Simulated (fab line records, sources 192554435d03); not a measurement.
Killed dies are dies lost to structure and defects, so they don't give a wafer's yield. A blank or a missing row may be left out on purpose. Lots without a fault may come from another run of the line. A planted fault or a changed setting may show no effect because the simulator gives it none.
One fault seen from 3 desks | flow n5_finfet | each desk has only its own numbers; what lay behind them comes last

THE DEFECT DESK
What the inspections along the route counted, lot by lot: means of the sampled wafers that have a number. A lot is out of limits, marked OUT, if its mean lies more than 4 standard deviations from the usual mean; the brackets give that distance.
Columns: A = raw_defect_count at N5_BEOL_M8_INSPECT_13, usual 418
lot  | first seen here | A
L534 | day 11 22:22    | 322
L533 | day 12 02:10    | 357
L535 | day 12 17:10    | 551
L539 | day 13 09:31    | 530
L538 | day 13 20:34    | 594
L542 | day 14 05:45    | 348
L549 | day 16 16:25    | 414
L552 | day 17 02:26    | 347
L553 | day 17 02:44    | 353
L551 | day 17 12:29    | 338
L556 | day 17 21:40    | 271
L554 | day 19 03:59    | 536
This desk's finding: nothing out of limits on any of the 12 lots.

THE METROLOGY DESK
What the gauges read, lot by lot, whatever tool the lot ran on: means of the sampled wafers that have a number. A lot is out of limits, marked OUT, if its mean lies more than 4 standard deviations from the usual mean; the brackets give that distance.
Columns: A = cd_nm at N5_BEOL_M8_CD_MEAS_18, usual 40.3 nm
lot  | first seen here | A
L534 | day 11 23:23    | 40.1
L533 | day 12 02:58    | 40.0
L535 | day 12 18:01    | 40.3
L539 | day 13 10:09    | 39.7
L538 | day 13 21:59    | 41.0
L542 | day 14 06:14    | 40.5
L549 | day 16 17:34    | 40.5
L552 | day 17 02:57    | 39.6
L553 | day 17 03:15    | 41.3
L551 | day 17 13:04    | 40.7
L556 | day 17 22:11    | 40.9
L554 | day 19 04:29    | 40.2
This desk's finding: nothing out of limits on any of the 12 lots.

THE TOOL OWNER'S DESK: litho_track-01
The tool's own readings at N5_BEOL_M8_COAT_63 (time 60 s, resist thk 60 nm): means of the sampled wafers that have a number, for each lot that ran on this tool. A lot is out of limits, marked OUT, if its mean lies more than 4 standard deviations from the usual mean; the brackets give that distance.
Columns: A = spin_speed_rpm at N5_BEOL_M8_COAT_63, usual 1500.2 rpm
lot  | first seen here | A
L539 | day 13 10:27    | 1500.3
L538 | day 13 22:26    | 1567.6 (+78) OUT
L542 | day 14 09:38    | 1566.9 (+77) OUT
L549 | day 16 19:50    | 1500.8
L552 | day 17 05:14    | 1499.7
L551 | day 17 13:46    | 1499.8
L554 | day 19 06:02    | 1499.7
This desk's finding: out of limits on L538, L542; first on L538, day 13 22:26 (spin_speed_rpm at N5_BEOL_M8_COAT_63). In limits: L539, L549, L552, L551, L554.

PUT TOGETHER
The tool owner's desk could have raised an alarm at day 13 22:26, on L538, L542.
The defect desk saw nothing out of limits.
The metrology desk saw nothing out of limits.
The defect desk has L538, L542 on record, within its limits.
The metrology desk has L538, L542 on record, within its limits.
Of the lots named, all ran N5_BEOL_M8_COAT_63 on litho_track-01.

WHAT THE SIMULATOR HAD PUT IN
Process parameter drift: litho_track-01, from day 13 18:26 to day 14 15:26, at N5_BEOL_M8_COAT_63. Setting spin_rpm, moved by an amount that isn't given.
Lots struck among those shown: L538, L542.
Hours from the fault's start to each desk's first reading out of limits: the tool owner's desk, 4.
